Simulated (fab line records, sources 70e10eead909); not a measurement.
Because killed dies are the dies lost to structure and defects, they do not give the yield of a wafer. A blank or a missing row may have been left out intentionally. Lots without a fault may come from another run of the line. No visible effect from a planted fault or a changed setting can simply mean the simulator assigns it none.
Matching of chambers | flow nandHarc | NHARC_A_STAIRCASE_DEP_471 on pecvd-03 has 3 sister chambers
The step deposits SiO2, target thk 100 nm. 16 wafers are shown with their chamber, then 8 later ones without.

== WAFERS WITH THEIR CHAMBER ==
wafer  | chamber | throttleValvePct (%) | heaterPowerW (W) | chamberPressureTorr (Torr)
L074.1 | 2       | 16.6                 | 568              | 6.484
L074.3 | 1       | 15.2                 | 553              | 6.503
L074.6 | 0       | 15.6                 | 524              | 6.497
L079.2 | 0       | 15.8                 | 617              | 6.527
L079.3 | 1       | 15.1                 | 549              | 6.504
L079.4 | 0       | 15.7                 | 604              | 6.505
L083.1 | 1       | 15.4                 | 652              | 6.489
L083.3 | 0       | 16.1                 | 657              | 6.495
L083.5 | 2       | 16.7                 | 579              | 6.522
L088.1 | 0       | 15.8                 | 652              | 6.517
L088.2 | 2       | 16.7                 | 624              | 6.498
L088.6 | 2       | 16.7                 | 637              | 6.490
L091.3 | 1       | 15.3                 | 535              | 6.496
L091.4 | 2       | 16.7                 | 600              | 6.517
L091.5 | 1       | 15.3                 | 552              | 6.498
L094.1 | 1       | 15.5                 | 578              | 6.494

SIGNATURES, as means of the wafers listed above
reading             | chamber 0 | chamber 1 | chamber 2 | scatter within a chamber
throttleValvePct    | 15.800    | 15.300    | 16.680    | 0.138
heaterPowerW        | 610.80    | 569.83    | 601.60    | 42.9
chamberPressureTorr | 6.50820   | 6.49733   | 6.50220   | 0.0124
Rule: a wafer's distance from a chamber is the root of the sum, over the readings, of the square of ((its reading less the chamber's mean) divided by the reading's scatter). If the next closest chamber is less than 2 further off than the closest, the wafer can't be placed; otherwise it belongs to the closest. The scatter is the square root of a quotient: the sum, over the shown wafers, of each reading's squared deviation from its chamber's mean, divided by wafers minus chambers.

== WAFERS WHOSE CHAMBER IS MISSING ==
wafer  | throttleValvePct (%) | heaterPowerW (W) | chamberPressureTorr (Torr)
L094.4 | 15.8                 | 537              | 6.501
L094.6 | 15.4                 | 583              | 6.491
L092.2 | 16.9                 | 579              | 6.515
L092.3 | 15.6                 | 636              | 6.543
L092.5 | 15.8                 | 631              | 6.475
L096.3 | 15.9                 | 569              | 6.523
L096.5 | 16.0                 | 567              | 6.469
L096.6 | 16.7                 | 566              | 6.533

== EACH ONE'S CHAMBER ==
wafer  | from the rows above     | in truth
L094.4 | can't be placed: 0 or 1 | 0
L094.6 | 1                       | 1
L092.2 | 2                       | 2
L092.3 | can't be placed: 0 or 1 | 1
L092.5 | can't be placed: 0 or 1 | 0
L096.3 | 0                       | 0
L096.5 | can't be placed: 0 or 1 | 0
L096.6 | 2                       | 2
Placed correctly: 4 of 8. Unplaceable from these rows: 4, with the true chamber sitting among the candidates in 4. 0 placed wrongly.
